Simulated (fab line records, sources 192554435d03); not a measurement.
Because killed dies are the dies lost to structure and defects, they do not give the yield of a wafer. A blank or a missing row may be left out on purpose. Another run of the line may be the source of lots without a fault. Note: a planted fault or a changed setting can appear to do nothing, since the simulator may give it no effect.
Struck lot and sound lot, side by side    flow n5Finfet    14 steps out of a route of 1938
Sound: the wafers L548.1, L548.3, L548.4. Struck: wafers L565.1, L565.4, L565.5. Last of all comes the cause.
For every step that has rows: the tool of each side, followed by ch and its chambers, followed by its first start. Under that, the readings that differ: sound wafers    struck wafers    difference of the means    sigmas: that difference in standard deviations of wafers without a fault.
alike: a reading whose means differ by less than 2 such deviations, as well as words and numbers matching on both sides. not compared: withheld readings; readings where some wafer has no value; bounds like >300 that might hide an equal value; numbers whose values overlap and for which the record gives no deviation.
The two part at a step that has a row with sigmas, a row that says differs or no value, or rows on one side only. Numbers that have no deviation but don't overlap get no sigmas and don't part them. Lack of a reading on every wafer of one side parts them only where that side has two or more wafers.

N5_BEOL_M6_INSPECT_58: inspects for defects (darkfield).
  sound on defectInspect-01, day 10 07:53; struck on defectInspect-02, day 15 07:22
  alike: rawDefectCount
N5_BEOL_M7_ILD_DEP_00: deposits SiCOH lowk from DEMS/porogen, target thk 179.75 nm, time 33.4 s.
  sound on pecvd-04 ch 0,1, day 10 07:55; struck on pecvd-04 ch 0,1,2, day 15 07:24
  alike: heaterPowerW, showerheadPlenumPTorr, throttleValvePct
  not compared: sinceWetCleanH
N5_BEOL_M7_CURE_74: cures SiCOH lowk, time 240 s.
  sound on uvCure-01 ch 0, day 10 07:59; struck on uvCure-03 ch 1, day 15 07:28
reading           sound              struck             difference  sigmas
wafer_temp_C_max  387.9 387.6 387.7  385.5 385.7 385.6  -2.1        -3
  alike: lampPowerPct
N5_BEOL_M7_THK_MEAS_01:
  sound on filmMetro-01, day 10 08:30; struck on filmMetro-01, day 15 07:58
  alike: M7_ILD_THK
N5_BEOL_M7_PECVD_70: deposits SiO2 from TEOS/O2, target thk 20 nm, time 22.7 s.
  sound on pecvd-04 ch 0,1, day 10 08:32; struck on pecvd-02 ch 1,2, day 15 08:01
reading           sound        struck       difference  sigmas
heaterPowerW (W)  657 648 632  736 804 797  +133        +2
  alike: showerheadPlenumPTorr, throttleValvePct
  not compared: sinceWetCleanH
N5_BEOL_M7_HM_DEP_02: deposits TiN, target thk 20 nm.
  sound on pvdSputter-02, day 10 12:16; struck on pvdSputter-03, day 15 09:55
  alike: throttleValvePct
then, 6 steps without rows for these wafers: N5_BEOL_M7_COAT_59 (time 60 s, resist thk 100 nm); N5_BEOL_M7_COAT_60 (time 60 s, resist thk 35 nm); N5_BEOL_M7_COAT_05 (resist thk 90 nm); N5_BEOL_M7_EBR_07; N5_BEOL_M7_SOFTBAKE_06 (time 60 s); N5_BEOL_M7_EXPOSE_08 (exposes mask M7).
N5_BEOL_M7_PEB_09: peb time 60 s.
  struck on lithoTrack-01, day 15 10:14; sound on lithoTrack-01 ch 0, day 10 12:42
  no value came back on the struck wafers for chillPlateTempC (C), exhaustPa (Pa); on the sound wafers chillPlateTempC (C) reads 22.90 23.04 22.96
then, 1 step without rows for these wafers: N5_BEOL_M7_DEVELOP_10 (develop time 30 s).

WHERE THEY PART
Earliest at N5_BEOL_M7_CURE_74; latest, in this record, at N5_BEOL_M7_PEB_09.

WHY: the cause the simulator had injected
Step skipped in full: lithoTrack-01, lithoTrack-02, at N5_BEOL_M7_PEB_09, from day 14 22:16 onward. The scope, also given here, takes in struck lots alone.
